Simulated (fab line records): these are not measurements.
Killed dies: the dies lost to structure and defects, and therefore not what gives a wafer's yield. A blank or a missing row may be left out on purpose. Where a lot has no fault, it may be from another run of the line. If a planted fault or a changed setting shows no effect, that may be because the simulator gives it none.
Comparing a struck lot with a sound one	flow n5Finfet	25 steps out of a route of 1938
Sound: these wafers, L505.1, L505.5, L505.6. Struck: wafers L514.2, L514.3, L514.5. The cause comes at the end.
At each step with rows: each side's tool, then ch and its chambers, then its first start. Under that, the readings that differ: sound wafers	struck wafers	difference of the means	sigmas: that difference in standard deviations of wafers without a fault.
alike: words and numbers the same on both sides, and readings whose means are apart by under 2 such deviations; not compared: readings that were withheld, readings missing a value for some wafer, numbers with overlapping values and no deviation given by the record, and bounds like >300 which may hide the same value.
The two part at a step that has a row with sigmas, a row that says differs or no value, or rows on one side only. Numbers that don't overlap but have no deviation are shown without sigmas and don't part them. Lack of a reading on every wafer of one side parts them only where that side has two or more wafers.

first, 2 steps without rows for these wafers: N5_FIN_SAQP_SRD_01 (time 30 s); N5_FIN_SAQP_ALD_61 (deposits SiO2, target thk 4 nm, pulse time 1 s, purge time 2 s).
N5_FIN_SAQP_DENSIFY_62: time 60 s.
  sound on rtpAnneal-01 ch 0, day 3 09:29; struck on rtpAnneal-02 ch 0, day 5 15:05
  alike: lampPowerPct, lamp_zone_6_pct, wafer_temp_C_max
then, 1 step without rows for these wafers: N5_FIN_SAQP_HM_DEP_03 (deposits SiNx from SiH4/NH3/N2, target thk 38 nm, time 33.6 s).
N5_FIN_SAQP_THK_MEAS_05:
  sound: filmMetro-02 at day 3 09:48; struck: filmMetro-01 at day 5 15:22
  alike: thkNm
N5_FIN_SAQP_PECVD_47: deposits a-Si from SiH4/He, target thk 45 nm, time 36.3 s.
  sound on pecvd-04 ch 0,2, day 3 09:50; struck on pecvd-01 ch 0,1, day 5 15:23
  alike: heaterPowerW, showerheadPlenumPTorr, throttleValvePct
N5_FIN_SAQP_PECVD_48: deposits SiNx from SiH4/NH3/N2, target thk 25 nm, time 22.1 s.
  sound on pecvd-04 ch 0,2, day 3 09:53; struck on pecvd-01 ch 0,1, day 5 15:26
  alike: heaterPowerW, showerheadPlenumPTorr, throttleValvePct
then, 1 step without rows for these wafers: N5_FIN_SAQP_PECVD_06 (deposits a-Si from SiH4/He, target thk 60 nm, time 48.1 s).
N5_FIN_SAQP_THK_MEAS_07:
  sound: filmMetro-01 at day 3 10:01; struck: filmMetro-01 at day 5 15:34
reading	sound	struck	difference	sigmas
thkNm (nm)	61.1 62.1 62.5	59.0 60.0 60.6	-2.0	-2
N5_FIN_SAQP_HM_DEP_72: deposits SiO2 from SiH4/N2O, target thk 12 nm, time 7.2 s.
  sound on pecvd-01 ch 0,1, day 3 10:02; struck on pecvd-03 ch 0,1, day 5 15:36
  alike: heaterPowerW, showerheadPlenumPTorr
then, 2 steps without rows for these wafers: N5_FIN_SAQP_COAT_49 (time 60 s, resist thk 100 nm); N5_FIN_SAQP_COAT_50 (time 60 s, resist thk 35 nm).
N5_FIN_SAQP_COAT_10: resist thk 90 nm.
  sound on lithoTrack-03 ch 0, day 3 10:08; struck on lithoTrack-05 ch 0, day 5 15:41
reading	sound	struck	difference	sigmas
spinSpeedRpm (rpm)	1499.0 1499.9 1498.8	1714.6 1715.5 1715.0	+215.8	+99 or more
model.CAR-ArF_of_FIN_SAQP_COAT_10.thkNm (nm)	90.1 89.79 89.79	84.51 84.32 84.47	-5.46	
  alike: exhaustPa
then, 5 steps without rows for these wafers: N5_FIN_SAQP_EBR_12; N5_FIN_SAQP_SOFTBAKE_11 (time 60 s); N5_FIN_SAQP_EXPOSE_13 (exposes mask FIN CORE, target cd 35.6 nm); N5_FIN_SAQP_PEB_14 (peb time 60 s); N5_FIN_SAQP_DEVELOP_15 (develop time 30 s).
N5_FIN_SAQP_CD_MEAS_16: target cd 35.6 nm.
  sound on cdSem-02 ch 0, day 3 10:22; struck on cdSem-03 ch 0, day 5 16:03
  alike: cdNm
N5_FIN_SAQP_OVL_MEAS_17:
  sound on overlay-01 ch 0, day 3 10:25; struck on overlay-01 ch 0, day 5 16:05
  alike: FIN_CORE_OVL
N5_FIN_SAQP_INSPECT_18: inspects for defects (brightfield).
  sound: defectInspect-01 at day 3 10:26; struck: defectInspect-01 at day 5 16:07
  alike: rawDefectCount
then, 1 step without rows for these wafers: N5_FIN_SAQP_DESCUM_21 (chemistry O2, time 7.9 s).
N5_FIN_SAQP_ETCH_51: etches SiARC in CF4, target depth 45.5 nm, time 75.8 s.
  sound on rieDiel-03 ch 0,1, day 3 10:30; struck on rieDiel-01 ch 0,1,2, day 5 16:11
reading	sound	struck	difference	sigmas
model.CAR-ArF_of_FIN_SAQP_COAT_10.thkNm (nm)	51.16 50.71 50.78	45.34 44.97 45.22	-5.71	
  alike: drypumpMotorCurrentA, etchRfOnTimeS, oesProductAu, rfVppV, showerheadPlenumPTorr, throttleValvePct
  not compared: rfHoursCounterH
N5_FIN_SAQP_ETCH_52: etches SOC in N2/H2, target depth 100 nm, overetch 20 nm, time 150 s.
  sound on rieDiel-03 ch 0,1, day 3 10:34; struck on rieDiel-01 ch 0,1,2, day 5 16:14
  alike: drypumpMotorCurrentA, h2FlowSccm, n2FlowSccm, oesProductAu, rfVppV, showerheadPlenumPTorr, throttleValvePct
  not compared: rfHoursCounterH
-- the record jumps here: 6 days lie between the struck wafers' starts before and after (it left off in module FIN_SAQP and takes up again in module BEOL_M4, whose first step shown is number 1111 of the route) --
N5_BEOL_M4_RC_MEAS_101:
  sound on prober-02 ch 0, day 9 06:46; struck on prober-01 ch 0, day 11 15:26
  alike: DIBL_N, DIBL_P, IOFF_N, IOFF_P, ION_N, ION_P, SS_N, SS_P, VT_N, VT_P

== WHERE THEY PART ==
At N5_FIN_SAQP_THK_MEAS_07 first; at N5_FIN_SAQP_COAT_10 last (within this record only). Later steps at which nothing parts them and some readings are alike: N5_FIN_SAQP_CD_MEAS_16, N5_FIN_SAQP_OVL_MEAS_17, N5_FIN_SAQP_INSPECT_18, N5_FIN_SAQP_ETCH_51, N5_FIN_SAQP_ETCH_52, N5_BEOL_M4_RC_MEAS_101.

WHY: the cause the simulator had injected
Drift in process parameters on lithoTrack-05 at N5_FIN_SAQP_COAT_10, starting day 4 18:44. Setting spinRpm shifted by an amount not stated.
